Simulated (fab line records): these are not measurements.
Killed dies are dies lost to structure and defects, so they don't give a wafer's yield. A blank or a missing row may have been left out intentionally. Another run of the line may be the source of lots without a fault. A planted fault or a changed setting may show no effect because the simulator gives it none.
fab line records    flow n5-finfet
record: lots: 4  wafers: 12  last-day: 16
route steps=1938 shown BEOL_M4@1099 BEOL_M5@1112 BEOL_M9@1401 PASSIVATION@1936
lots with no fault: from the same line, run without faults
start-h: the number of hours between the record's first day and the start of the first shown wafer of the lot    wait-h: hours from the lot's prior step to this one    " the same as in the row above    L1.1+2: one row covering several wafers at once    - value missing, or start not given    * or withheld: withheld    < > ~ a bound
route shown NAME@n: names a module that has steps shown in the file, with the first one's number in the route    usual: mean/standard deviation taken from wafers without a fault    same: alike in all rows    chamber/n: place in a boat    sites: readings site by site    _std_site: standard deviation across them    _edge_site: outer sites' mean less inner sites'    radius-mm: for every site, how far away it sits from the centre of the wafer    mask NAME#n: copy n    behind: the tool/chamber that last shaped the wafer    hold: reason for holding the lot/hours on hold/outcome of the hold    device: names the non-switching transistor (n, p or np)    end of line: the same wafers' tests at the end of the route    step lacking rows: just its recipe    killed: dies lost to structure and defects at the first sort, not the wafer's yield    map: per-die view of a wafer (x killed, . not killed, _ where there is no die)
set.NAME: the setting that was run; set.NAME@STEP: the one run at that earlier step    model.NAME: the simulator's own value behind a step, which no gauge read
certain route steps with their lots: each step a table, each wafer a row
services: from which hour (start-h, from the record's first day; less than 0 if before it) a tool's chamber was out of use, for how many hours, and why
== steps ==
step: N5_BEOL_M4_ANNEAL_95
recipe: temp-c: 400  time-s: 240  ambient: vacuum
step: N5_BEOL_M4_SPUTTER_96
recipe: material: Cu  target-thk-a: 45  temp-c: -20  chamber-pressure-pa: 0.07  power-w: withheld  time-s: 8.29
step: N5_BEOL_M4_ECD_50
recipe: material: Cu  target-thk-a: 3000
step: N5_BEOL_M4_ANNEAL_51
recipe: temp-c: 225  time-s: 90  ambient: N2
step: N5_BEOL_M4_CMP_52
recipe: stop-on: SiOC  t-overpolish-s: 6.8  down-force-psi: 1  platen-rpm: 50  clearing-platen-down-force-psi: 1.5  clearing-platen-rpm: 50  post-cmp-clean: cu-alkaline  target-thk-nm: 40  clearing-platen-pad-velocity-m-s: 0.99484  pad-velocity-m-s: 0.99484
step: N5_BEOL_M4_PRE_CLEAN_60
recipe: gas: NH3/H2  time-s: 15  temp-c: *  rf-power-w: 300
step: N5_BEOL_M4_CO_CAP_55
recipe: material: Co  target-thk-a: 20  temp-c: 200  precursor: CCTBA/H2  pressure-torr: 30  time-s: 102.1
step: N5_BEOL_M4_PRE_CLEAN_56
recipe: gas: NH3  time-s: 15  temp-c: withheld  rf-power-w: 300
step: N5_BEOL_M4_DEP_57
recipe: material: SiCN  target-thk-a: 80  temp-c: withheld  precursor: 3MS/NH3  pressure-torr: 3  rf-w: 202  time-s: 14
step: N5_BEOL_M4_RC_MEAS_101
usual: DIBL_N: 36.7/2.4  DIBL_P: 37.4/2.9  IOFF_N: 0.18/0.05  IOFF_P: 0.23/0.058  ION_N: 683/16  ION_P: 467/11  SS_N: 71.7/0.77  SS_P: 73.5/0.87  VT_N: 249/4.3  VT_P: -250/4.4
lot.wafer  tool       chamber  start-h  wait-h  DIBL_N[mV/V]  DIBL_P[mV/V]  IOFF_N[nA/um]  IOFF_P[nA/um]  ION_N[uA/um]  ION_P[uA/um]  SS_N[mV/dec]  SS_P[mV/dec]  VT_N[mV]  VT_P[mV]
L501.3     prober-01  0        157.56   1.1     32.0          32.4          0.11           0.14           674           458           70.4          72.8          254       -257
L501.5     "          0        "        "       37.2          39.2          0.19           0.25           684           468           72.3          74.5          248       -250
L501.6     "          0        "        "       34.4          35.6          0.14           0.18           657           453           72.2          73.5          253       -256
L503.3     prober-01  0        173.56   0.3     40.5          39.3          0.25           0.24           689           462           72.2          73.7          243       -251
L503.5     "          0        "        "       34.7          33.2          0.11           0.15           654           450           70.8          72.2          258       -257
L503.6     "          0        "        "       41.1          41.3          0.24           0.27           692           461           72.6          74.0          247       -250
L502.1     prober-02  0        175.90   0.0     35.7          34.7          0.15           0.18           672           462           71.4          72.3          250       -251
L502.2     "          0        "        "       36.2          37.0          0.16           0.21           692           474           71.0          73.2          249       -250
L502.5     "          0        "        "       30.8          30.5          0.09           0.13           675           468           69.7          71.3          257       -257
L519.1     prober-01  0        266.77   0.0     35.3          35.9          0.15           0.21           696           476           71.9          73.1          250       -250
L519.3     "          0        "        "       35.1          34.6          0.14           0.19           664           447           70.7          73.4          251       -250
L519.6     "          0        "        "       33.3          31.6          0.11           0.15           679           462           71.1          72.3          256       -257
step: N5_BEOL_M5_ILD_DEP_00
recipe: material: SiCOH_lowk  target-thk-a: 1406.4  temp-c: 300  precursor: DEMS/porogen  pressure-torr: 5  rf-w: 500  time-s: 25.9
step: N5_BEOL_M5_CURE_79
recipe: temp-c: 385  time-s: 240  ambient: He/Ar  material: SiCOH_lowk
step: N5_BEOL_M5_PECVD_70
recipe: material: SiO2  target-thk-a: 160  temp-c: 400  precursor: TEOS/O2  pressure-torr: 5.5  rf-w: 450  teos-flow-sccm: 53.8  gas: O2  flow-sccm: 3000  time-s: 18
step: N5_BEOL_M5_HM_DEP_02
recipe: material: TiN  target-thk-a: 200  temp-c: 25  chamber-pressure-pa: 0.49996
step: N5_BEOL_M5_COAT_59
recipe: resist: SOC  temp-c: 250  time-s: 60  spin-rpm: 1500  resist-thk-nm: 60
step: N5_BEOL_M5_COAT_60
recipe: resist: SiARC  temp-c: 220  time-s: 60  spin-rpm: 1500  resist-thk-nm: 12
step: N5_BEOL_M5_COAT_71
recipe: resist: underlayer  temp-c: 205  time-s: 60  spin-rpm: 1500  resist-thk-nm: 5
step: N5_BEOL_M5_COAT_05
recipe: resist: CAR-EUV  spin-rpm: 1500  resist-thk-nm: 30
step: N5_BEOL_M5_EBR_07
recipe: solvent: PGMEA  ebr-width-mm: 1.5
step: N5_BEOL_M5_SOFTBAKE_06
recipe: temp-c: 110  time-s: 60  resist: CAR-EUV
step: N5_BEOL_M5_EXPOSE_08
recipe: mask-id: M5  na: 0.33  source-shape: annular  sigma-inner: 0.4  sigma-outer: 0.8  polarization: unpolarized  target-cd-nm: 28  dose-mj: 35.75
step: N5_BEOL_M5_PEB_09
recipe: peb-temp-c: 100  peb-time-s: 60  resist: CAR-EUV
step: N5_BEOL_M5_DEVELOP_10
recipe: develop-time-s: 30  developer: TMAH  resist: CAR-EUV  rinse-liquid: surfactant-rinse  dry: air-spin  dev-temp-c: 23
step: N5_BEOL_M5_DESCUM_16
recipe: chemistry: O2  time-s: 7  source-power-w: 50  bias-power-w: 20  pressure-mtorr: 20  rf-frequency-hz: 2.712e+07  temp-c: 40  resist: CAR-EUV  o2-flow-sccm: 225
step: N5_BEOL_M5_ETCH_72
recipe: chemistry: N2/H2  target: underlayer  target-depth-a: 65  mask-material: CAR-EUV  time-s: 5.2  ion-energy-ev: 200  pressure-mtorr: 30  source-w: 840  bias-w: 150  n2-flow-sccm: 200  h2-flow-sccm: 200  ends: cleared
step: N5_BEOL_M5_ETCH_61
recipe: chemistry: CF4  target: SiARC  target-depth-a: 156  mask-material: CAR-EUV  time-s: 26  ion-energy-ev: 80  pressure-mtorr: 40  source-w: 545  bias-w: 36  Ar_flow_sccm: 100  cf4-flow-sccm: 100  ends: cleared
step: N5_BEOL_M5_ETCH_62
recipe: chemistry: N2/H2  target: SOC  target-depth-a: 750  overetch-a: 150  mask-material: SiARC  temp-c: 40  time-s: 112.5  ion-energy-ev: 200  pressure-mtorr: 30  source-w: 840  bias-w: 150  n2-flow-sccm: 200  h2-flow-sccm: 200
step: N5_BEOL_M5_STRIP_63
recipe: chemistry: N2/H2  temp-c: 40  n2-flow-sccm: 200  h2-flow-sccm: 200  rf-frequency-hz: 6e+07
step: N5_BEOL_M5_STRIP_73
recipe: chemistry: N2/H2  temp-c: 40  n2-flow-sccm: 200  h2-flow-sccm: 200  rf-frequency-hz: 6e+07
step: N5_BEOL_M5_STRIP_64
recipe: chemistry: CF4  resist: SiARC  power-w: 300  bias-power-w: 75  pressure-mtorr: 50  cf4-flow-sccm: 150  rf-frequency-hz: 6e+07
step: N5_BEOL_M5_HM_OPEN_17
recipe: chemistry: Cl2/BCl3  target-depth-a: 200  overetch-a: 60  target: TiN  mask-material: SOC  ion-energy-ev: 150  pressure-mtorr: 10  icp-w: 1000  bias-w: 126  Cl2_flow_sccm: 53.25  bcl3-flow-sccm: 21.75  Ar_flow_sccm: 25
step: N5_BEOL_M5_STRIP_19
recipe: chemistry: O2  power-w: 400  temp-c: 40  pressure-mtorr: 30  rf-frequency-hz: 6e+07  bias-power-w: 0  overash-fraction: 0.2  o2-flow-sccm: 225
step: N5_BEOL_M5_COAT_65
recipe: resist: SOC  temp-c: 250  time-s: 60  spin-rpm: 1500  resist-thk-nm: 60
step: N5_BEOL_M5_COAT_66
recipe: resist: SiARC  temp-c: 220  time-s: 60  spin-rpm: 1500  resist-thk-nm: 12
step: N5_BEOL_M9_ILD_DEP_00
recipe: material: SiCOH_lowk  target-thk-a: 3085.1  temp-c: 300  precursor: DEMS/porogen  pressure-torr: 5  rf-w: 500  time-s: 58
usual: heater-power-outer-w: 125/36  heater-power-w: 284/51  showerhead-plenum-p-Torr: 5.743/0.016  showerhead-vpp-V: 1345/37  throttle-valve-pct: 14.3/0.88
lot.wafer  tool      chamber  start-h  wait-h  heater-power-outer-w  heater-power-w  showerhead-plenum-p-Torr  showerhead-vpp-V  since-wet-clean-h  throttle-valve-pct
L501.3     pecvd-01  0        194.43   0.1     67                    192             5.711                     1310              -                  13.6
L501.5     "         1        "        "       189                   371             5.762                     1387              -                  16.3
L501.6     "         0        "        "       72                    198             5.717                     1292              -                  13.7
L501.3     pecvd-01  0        194.72   0.3     68                    197             5.717                     1291              -                  13.6
L501.5     "         1        "        "       191                   356             5.771                     1361              -                  16.1
L501.6     "         0        "        "       74                    201             5.715                     1300              -                  13.6
L503.3     pecvd-03  1        209.84   0.0     115                   264             5.752                     1323              1639               14.7
L503.5     "         2        "        "       88                    238             5.746                     1397              -                  13.5
L503.6     "         1        "        "       122                   292             5.730                     1311              -                  14.6
L502.1     pecvd-03  2        214.54   0.0     105                   257             5.745                     1399              164                13.1
L502.2     "         1        "        "       153                   316             5.732                     1298              1643               14.9
L502.5     "         2        "        "       58                    196             5.751                     1395              -                  13.2
L502.1     pecvd-03  2        214.80   0.2     105                   256             5.746                     1392              -                  13.3
L502.2     "         1        "        "       153                   324             5.749                     1308              -                  14.8
L502.5     "         2        "        "       58                    195             5.752                     1386              -                  13.3
L519.1     pecvd-03  0        307.56   0.0     142                   313             5.757                     1325              1011               14.2
L519.3     "         2        "        "       101                   253             5.746                     1419              257                13.2
L519.6     "         0        "        "       138                   322             5.751                     1313              -                  13.9
step: N5_BEOL_M9_CURE_71
recipe: temp-c: 385  time-s: 240  ambient: He/Ar  material: SiCOH_lowk
usual: lamp-power-pct: 52.30/0.055  wafer_temp_C_max: 386.8/0.67
lot.wafer  tool        chamber  start-h  wait-h  lamp-power-pct  wafer_temp_C_max  model.SiCOH_lowk_of_BEOL_M9_ILD_DEP_00.thk-nm
L501.3     uv-cure-03  2        194.95   0.2     52.39           386.4             558.4
L501.5     "           2        "        "       52.36           387.3             550.2
L501.6     "           2        "        "       52.31           387.1             560
L503.3     uv-cure-02  2        210.08   0.2     52.27           387.1             262.2
L503.5     "           2        "        "       52.25           387.3             266.8
L503.6     "           2        "        "       52.21           387.5             269.8
L502.1     uv-cure-01  2        215.76   0.9     52.33           387.6             535
L502.2     "           2        "        "       52.15           386.8             536
L502.5     "           2        "        "       52.35           387.0             545
L519.1     uv-cure-02  2        307.63   0.0     52.26           387.3             268.6
L519.3     "           2        "        "       52.30           387.4             262.8
L519.6     "           2        "        "       52.25           387.4             274.2
step: N5_BEOL_M9_THK_MEAS_01
recipe: reads: SiCOH_lowk_of_BEOL_M9_ILD_DEP_00
usual: M9_ILD_THK: 268/4
lot.wafer  tool           chamber  start-h  wait-h  M9_ILD_THK[nm]
L501.3     film-metro-02  -        195.31   0.3     558
L501.5     "              -        "        "       550
L501.6     "              -        "        "       560
L503.3     film-metro-02  -        210.45   0.3     262
L503.5     "              -        "        "       267
L503.6     "              -        "        "       270
L502.1     film-metro-02  -        216.27   0.4     535
L502.2     "              -        "        "       536
L502.5     "              -        "        "       545
L519.1     film-metro-02  -        308.15   0.4     269
L519.3     "              -        "        "       263
L519.6     "              -        "        "       274
step: N5_BEOL_M9_CMP_52
recipe: stop-on: SiCOH_lowk  t-overpolish-s: 7  down-force-psi: 1  platen-rpm: 50  clearing-platen-down-force-psi: 1.5  clearing-platen-rpm: 50  post-cmp-clean: cu-alkaline  target-thk-nm: 140  clearing-platen-pad-velocity-m-s: 0.99484  pad-velocity-m-s: 0.99484
usual: barrier-field-endpoint-s: 28.8/0.81  head-pressure-psi: 0.9999/0.0022  motor-current-A: 6.3/0.7  overpolish-run-s: 7.000/0.0085  slurry-filter-dp-kPa: 13.50/0.15  time-to-endpoint-s: 66/3.7
lot.wafer  tool    chamber  start-h  wait-h  barrier-field-endpoint-s  head-pressure-psi  motor-current-A  overpolish-run-s  slurry-filter-dp-kPa  time-to-endpoint-s  model.SiCOH_lowk_of_BEOL_M9_ILD_DEP_00.thk-nm
L501.3     cmp-04  3        201.04   0.2     29.8                      1.0001             7.2              6.998             13.31                 66                  555.4
L501.6     "       2        "        "       28.5                      1.0036             5.9              7.010             13.28                 67                  557
L501.5     "       3        "        "       29.7                      0.9994             7.2              7.004             13.61                 65                  547.4
L503.3     cmp-01  0        217.06   0.3     29.0                      1.0006             6.8              7.008             13.39                 70                  259.2
L503.5     "       1        "        "       28.7                      0.9982             5.2              6.998             13.43                 66                  263.8
L503.6     "       2        "        "       28.8                      1.0075             6.4              7.005             13.48                 67                  266.8
L502.2     cmp-04  2        221.12   0.4     29.2                      1.0021             5.7              6.996             13.84                 66                  533
L502.1     "       3        "        "       29.0                      0.9986             7.0              7.001             13.44                 64                  532
L502.5     "       1        "        "       29.2                      0.9982             6.7              6.998             13.95                 65                  542
L519.1     cmp-04  0        315.68   0.3     30.1                      1.0027             5.6              6.991             13.57                 67                  265.6
L519.3     "       3        "        "       29.2                      0.9999             7.0              6.994             13.44                 73                  259.8
L519.6     "       0        "        "       30.3                      1.0018             5.9              7.001             13.69                 66                  271.2
step: N5_PASSIVATION_PROBE_49
usual: defect-limited-yield: 91.4/1.6  killed_at_M0_to_M3: 31/11  killed_at_M4_up: 14/5.7  killed-at-contacts: 12/6  killed-at-front-end: 41/13  killed-at-other: 3.3/2.8  killed-dies: 101/19  killed-on-rim: 13/3.9  killed-open: 67/14  killed-short: 33/8.2  sort_bin_5_function: 5.0/1.1  sort_bin_6_memory: 3.3/0.74  sort-n-pass: 1078/20  sort-yield-pct: 91.3/1.7
same: gross-dies: 1180  killed-at-back-side: 0  sort_bin_4_leakage[%]: 0  sort_bin_8_speed[%]: 0
lot.wafer  tool       chamber  start-h  wait-h  defect-limited-yield[%]  killed_at_M0_to_M3  killed_at_M4_up  killed-at-contacts  killed-at-front-end  killed-at-other  killed-dies  killed-on-rim  killed-open  killed-short  sort_bin_5_function[%]  sort_bin_6_memory[%]  sort-n-pass  sort-yield-pct[%]
L501.3     prober-02  -        254.85   0.1     0                        12                  1120             3                   43                   2                1180         152            51           22            97.2                    2.7                   0            0
L501.5     prober-02  -        254.95   0.2     0                        29                  1106             9                   27                   9                1180         152            48           31            96.9                    2.9                   0            0
L501.6     prober-02  -        255.00   0.3     0                        20                  1105             9                   41                   5                1180         152            54           28            96.9                    2.7                   0            0
L503.3     prober-02  -        272.14   0.1     89.9                     40                  12               14                  44                   9                119          9              70           46            5.8                     4.0                   1061         89.9
L503.5     prober-02  -        272.24   0.2     91.3                     39                  12               11                  38                   3                103          18             60           41            5.3                     3.3                   1077         91.3
L503.6     prober-02  -        272.29   0.3     92.1                     28                  5                7                   49                   4                93           15             59           31            5.3                     2.5                   1087         92.1
L502.1     prober-02  -        278.19   0.0     0                        31                  1091             7                   48                   3                1180         152            57           42            96.6                    3.1                   0            0
L502.2     prober-02  -        278.24   0.1     0                        40                  1095             9                   35                   1                1180         152            62           30            96.3                    3.4                   0            0
L502.5     prober-02  -        278.39   0.2     0                        27                  1093             7                   47                   6                1180         152            68           36            96.4                    3.3                   0            0
L519.1     prober-02  -        371.67   0.0     92.5                     30                  7                17                  31                   3                88           13             68           17            4.1                     3.1                   1092         92.5
L519.3     prober-02  -        371.77   0.1     92.6                     33                  16               15                  23                   0                87           13             60           24            5.3                     1.7                   1093         92.6
L519.6     prober-02  -        371.92   0.3     92.0                     36                  13               12                  32                   1                94           10             58           29            4.2                     3.0                   1086         92.0
killed by level:class
L501.3 BEOL_M9:area-etch=1107 FIN_SAQP:geometric-particle:open=12 FIN_SAQP:geometric-particle:short=10 STI_FIN_REVEAL:geometric-particle:open=8 BEOL_M4:geometric-particle:open=6 BEOL_M2:geometric-particle:open=5 STARTING-WAFER:geometric-particle:open=5 STARTING-WAFER:geometric-particle:short=4
L501.5 BEOL_M9:area-etch=1100 FIN_SAQP:geometric-particle:short=7 BEOL_M2:geometric-particle:open=7 MOL_CONTACT_COAG:geometric-particle:open=6 FIN_SAQP:geometric-particle:open=5 DUMMY_GATE:geometric-particle:open=5 BEOL_M0_SAQP:geometric-particle:open=5 BEOL_M0_SAQP:geometric-particle:short=5
L501.6 BEOL_M9:area-etch=1097 FIN_SAQP:geometric-particle:open=8 STI_FIN_REVEAL:geometric-particle:open=8 MOL_CONTACT_COAG:geometric-particle:open=8 BEOL_M2:geometric-particle:open=7 FIN_SAQP:geometric-particle:short=6 BEOL_M4:geometric-particle:open=4 BEOL_M3:geometric-particle:open=4
L503.3 MOL_CONTACT_COAG:geometric-particle:open=11 BEOL_M0_SAQP:geometric-particle:short=10 BEOL_M2:geometric-particle:open=10 FIN_SAQP:geometric-particle:open=9 FIN_SAQP:geometric-particle:short=9 BEOL_M1:geometric-particle:open=6 BEOL_M5:geometric-particle:open=5 GATE_CUT:geometric-particle:short=4
L503.5 BEOL_M2:geometric-particle:open=14 FIN_SAQP:geometric-particle:short=9 MOL_CONTACT_COAG:geometric-particle:open=8 FIN_SAQP:geometric-particle:open=6 BEOL_M0_SAQP:geometric-particle:short=6 BEOL_M4:geometric-particle:open=6 BEOL_M0:geometric-particle:short=5 BEOL_M2:geometric-particle:short=5
L503.6 FIN_SAQP:geometric-particle:open=13 FIN_SAQP:geometric-particle:short=10 BEOL_M2:geometric-particle:open=9 BEOL_M0:geometric-particle:open=7 GATE_CUT:geometric-particle:short=6 DUMMY_GATE:geometric-particle:open=5 MOL_CONTACT_COAG:geometric-particle:open=5 BEOL_M1:geometric-particle:open=4
L502.1 BEOL_M9:area-etch=1078 STI_FIN_REVEAL:geometric-particle:open=11 GATE_CUT:geometric-particle:short=10 BEOL_M0:geometric-particle:short=9 BEOL_M4:geometric-particle:open=9 BEOL_M3:geometric-particle:open=8 MOL_CONTACT_COAG:geometric-particle:open=6 FIN_SAQP:geometric-particle:open=4
L502.2 BEOL_M9:area-etch=1086 STI_FIN_REVEAL:geometric-particle:open=17 BEOL_M0_SAQP:geometric-particle:short=12 BEOL_M0_SAQP:geometric-particle:open=12 MOL_CONTACT_COAG:geometric-particle:open=8 BEOL_M0:geometric-particle:short=5 BEOL_M0:geometric-particle:open=4 BEOL_M4:geometric-particle:open=4
L502.5 BEOL_M9:area-etch=1075 FIN_SAQP:geometric-particle:open=12 STI_FIN_REVEAL:geometric-particle:open=12 BEOL_M0_SAQP:geometric-particle:short=8 BEOL_M0_SAQP:geometric-particle:open=8 BEOL_M4:geometric-particle:open=7 MOL_CONTACT_COAG:geometric-particle:open=6 BEOL_M3:geometric-particle:open=5
L519.1 MOL_CONTACT_COAG:geometric-particle:open=13 FIN_SAQP:geometric-particle:open=11 BEOL_M3:geometric-particle:open=10 BEOL_M1:geometric-particle:open=6 BEOL_M2:geometric-particle:open=6 MOL_CONTACT_COAG:geometric-particle:short=4 BEOL_M1:geometric-particle:short=4 STI_FIN_REVEAL:geometric-particle:open=3
L519.3 MOL_CONTACT_COAG:geometric-particle:open=11 BEOL_M3:geometric-particle:open=9 BEOL_M2:geometric-particle:open=6 BEOL_M0_SAQP:geometric-particle:short=5 BEOL_M4:geometric-particle:open=5 DUMMY_GATE:geometric-particle:open=4 MOL_CONTACT_COAG:geometric-particle:short=4 BEOL_M1:geometric-particle:open=4
L519.6 BEOL_M0_SAQP:geometric-particle:open=11 BEOL_M0_SAQP:geometric-particle:short=11 STI_FIN_REVEAL:geometric-particle:open=8 MOL_CONTACT_COAG:geometric-particle:open=7 HKMG_FIN:area-etch=6 MOL_CONTACT_COAG:geometric-particle:short=5 BEOL_M1:geometric-particle:open=5 DUMMY_GATE:geometric-particle:open=4
map L501.3 (x killed, . not)
_________________xxxxxxxxxxxx________________
______________xxxxxxxxxxxxxxxxxx_____________
___________xxxxxxxxxxxxxxxxxxxxxxxx__________
__________xxxxxxxxxxxxxxxxxxxxxxxxxx_________
________xxxxxxxxxxxxxxxxxxxxxxxxxxxxxx_______
_______xxxxxxxxxxxxxxxxxxxxxxxxxxxxxxxx______
______xxxxxxxxxxxxxxxxxxxxxxxxxxxxxxxxxx_____
_____xxxxxxxxxxxxxxxxxxxxxxxxxxxxxxxxxxxx____
____xxxxxxxxxxxxxxxxxxxxxxxxxxxxxxxxxxxxxx___
___xxxxxxxxxxxxxxxxxxxxxxxxxxxxxxxxxxxxxxxx__
___xxxxxxxxxxxxxxxxxxxxxxxxxxxxxxxxxxxxxxxx__
__xxxxxxxxxxxxxxxxxxxxxxxxxxxxxxxxxxxxxxxxxx_
__xxxxxxxxxxxxxxxxxxxxxxxxxxxxxxxxxxxxxxxxxx_
_xxxxxxxxxxxxxxxxxxxxxxxxxxxxxxxxxxxxxxxxxxxx
_xxxxxxxxxxxxxxxxxxxxxxxxxxxxxxxxxxxxxxxxxxxx
_xxxxxxxxxxxxxxxxxxxxxxxxxxxxxxxxxxxxxxxxxxxx
_xxxxxxxxxxxxxxxxxxxxxxxxxxxxxxxxxxxxxxxxxxxx
_xxxxxxxxxxxxxxxxxxxxxxxxxxxxxxxxxxxxxxxxxxxx
_xxxxxxxxxxxxxxxxxxxxxxxxxxxxxxxxxxxxxxxxxxxx
_xxxxxxxxxxxxxxxxxxxxxxxxxxxxxxxxxxxxxxxxxxxx
_xxxxxxxxxxxxxxxxxxxxxxxxxxxxxxxxxxxxxxxxxxxx
__xxxxxxxxxxxxxxxxxxxxxxxxxxxxxxxxxxxxxxxxxx_
__xxxxxxxxxxxxxxxxxxxxxxxxxxxxxxxxxxxxxxxxxx_
___xxxxxxxxxxxxxxxxxxxxxxxxxxxxxxxxxxxxxxxx__
___xxxxxxxxxxxxxxxxxxxxxxxxxxxxxxxxxxxxxxxx__
____xxxxxxxxxxxxxxxxxxxxxxxxxxxxxxxxxxxxxx___
_____xxxxxxxxxxxxxxxxxxxxxxxxxxxxxxxxxxxx____
______xxxxxxxxxxxxxxxxxxxxxxxxxxxxxxxxxx_____
_______xxxxxxxxxxxxxxxxxxxxxxxxxxxxxxxx______
________xxxxxxxxxxxxxxxxxxxxxxxxxxxxxx_______
__________xxxxxxxxxxxxxxxxxxxxxxxxxx_________
___________xxxxxxxxxxxxxxxxxxxxxxxx__________
______________xxxxxxxxxxxxxxxxxx_____________
_________________xxxxxxxxxxxx________________
map L502.1 (x killed, . not)
_________________xxxxxxxxxxxx________________
______________xxxxxxxxxxxxxxxxxx_____________
___________xxxxxxxxxxxxxxxxxxxxxxxx__________
__________xxxxxxxxxxxxxxxxxxxxxxxxxx_________
________xxxxxxxxxxxxxxxxxxxxxxxxxxxxxx_______
_______xxxxxxxxxxxxxxxxxxxxxxxxxxxxxxxx______
______xxxxxxxxxxxxxxxxxxxxxxxxxxxxxxxxxx_____
_____xxxxxxxxxxxxxxxxxxxxxxxxxxxxxxxxxxxx____
____xxxxxxxxxxxxxxxxxxxxxxxxxxxxxxxxxxxxxx___
___xxxxxxxxxxxxxxxxxxxxxxxxxxxxxxxxxxxxxxxx__
___xxxxxxxxxxxxxxxxxxxxxxxxxxxxxxxxxxxxxxxx__
__xxxxxxxxxxxxxxxxxxxxxxxxxxxxxxxxxxxxxxxxxx_
__xxxxxxxxxxxxxxxxxxxxxxxxxxxxxxxxxxxxxxxxxx_
_xxxxxxxxxxxxxxxxxxxxxxxxxxxxxxxxxxxxxxxxxxxx
_xxxxxxxxxxxxxxxxxxxxxxxxxxxxxxxxxxxxxxxxxxxx
_xxxxxxxxxxxxxxxxxxxxxxxxxxxxxxxxxxxxxxxxxxxx
_xxxxxxxxxxxxxxxxxxxxxxxxxxxxxxxxxxxxxxxxxxxx
_xxxxxxxxxxxxxxxxxxxxxxxxxxxxxxxxxxxxxxxxxxxx
_xxxxxxxxxxxxxxxxxxxxxxxxxxxxxxxxxxxxxxxxxxxx
_xxxxxxxxxxxxxxxxxxxxxxxxxxxxxxxxxxxxxxxxxxxx
_xxxxxxxxxxxxxxxxxxxxxxxxxxxxxxxxxxxxxxxxxxxx
__xxxxxxxxxxxxxxxxxxxxxxxxxxxxxxxxxxxxxxxxxx_
__xxxxxxxxxxxxxxxxxxxxxxxxxxxxxxxxxxxxxxxxxx_
___xxxxxxxxxxxxxxxxxxxxxxxxxxxxxxxxxxxxxxxx__
___xxxxxxxxxxxxxxxxxxxxxxxxxxxxxxxxxxxxxxxx__
____xxxxxxxxxxxxxxxxxxxxxxxxxxxxxxxxxxxxxx___
_____xxxxxxxxxxxxxxxxxxxxxxxxxxxxxxxxxxxx____
______xxxxxxxxxxxxxxxxxxxxxxxxxxxxxxxxxx_____
_______xxxxxxxxxxxxxxxxxxxxxxxxxxxxxxxx______
________xxxxxxxxxxxxxxxxxxxxxxxxxxxxxx_______
__________xxxxxxxxxxxxxxxxxxxxxxxxxx_________
___________xxxxxxxxxxxxxxxxxxxxxxxx__________
______________xxxxxxxxxxxxxxxxxx_____________
_________________xxxxxxxxxxxx________________
== services ==
tool        chamber  start-h  hours  kind
pecvd-03    0        172.87   5.5    scheduled-down
cmp-04      -        176.16   0.5    repair
cmp-01      -        180.06   2.0    repair
uv-cure-03  -        180.92   0.6    repair
cmp-04      -        183.18   3.0    repair
uv-cure-02  -        193.24   0.6    repair
pecvd-01    2        193.53   5.5    scheduled-down
uv-cure-02  -        201.49   7.5    pm
pecvd-01    2        202.38   -      clean
pecvd-01    2        202.38   -      consumable-replace:showerhead
pecvd-01    2        202.38   29.0   scheduled-down
pecvd-01    2        202.38   29.0   vent-cycle
uv-cure-03  -        207.16   7.5    pm
uv-cure-02  -        233.26   9.8    repair
cmp-04      -        234.49   4.0    pm
cmp-04      -        238.49   -      consumable-replace:conditioner
cmp-04      -        238.49   -      consumable-replace:pad
cmp-01      -        259.28   1.8    repair
uv-cure-03  -        259.37   0.8    repair
pecvd-01    2        266.03   5.0    scheduled-down
cmp-04      -        294.47   5.7    pm
pecvd-01    0        296.42   5.3    repair
== key ==
first-sign: step: N5_BEOL_M9_ILD_DEP_00  reading: visit  direction: added
effect: step: N5_BEOL_M9_THK_MEAS_01  reading: M9_ILD_THK  direction: up  sigmas: 69  usual: 268  struck: 547
effect: step: N5_PASSIVATION_PROBE_49  reading: killed_at_M4_up  direction: up  sigmas: 99+  usual: 14  struck: 1102
model-effect: step: N5_BEOL_M9_CURE_71  value: SiCOH_lowk_of_BEOL_M9_ILD_DEP_00.thk-nm  without: 270.9  struck: 547.4
model-effect: step: N5_BEOL_M9_CMP_52  value: SiCOH_lowk_of_BEOL_M9_ILD_DEP_00.thk-nm  without: 267.9  struck: 544.5
more-kills-born-at: N5_BEOL_M9_ETCH_41@rie-diel-06: 6543
met-at N5_BEOL_M9_ILD_DEP_00
struck-wafers L501.3,L501.5,L501.6,L502.1,L502.2,L502.5
later-rows-left-out L501.3,L501.5,L501.6,L502.1,L502.2,L502.5
loop-trim: step: N5_BEOL_M9_EXPOSE_08  setting: dose  lots: L502
fault: kind: repeated-step-whole  tool: pecvd-01,pecvd-02,pecvd-03  chamber: -  onset-h: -  steps: N5_BEOL_M9_ILD_DEP_00  times: 1  scope: struck-lots-only
later-rows-left-out: the simulator's readings of these wafers behind a module that went badly wrong aren't trusted and aren't shown, but for the sort
loop-trim: a control loop set the setting to another value than it would have without faults
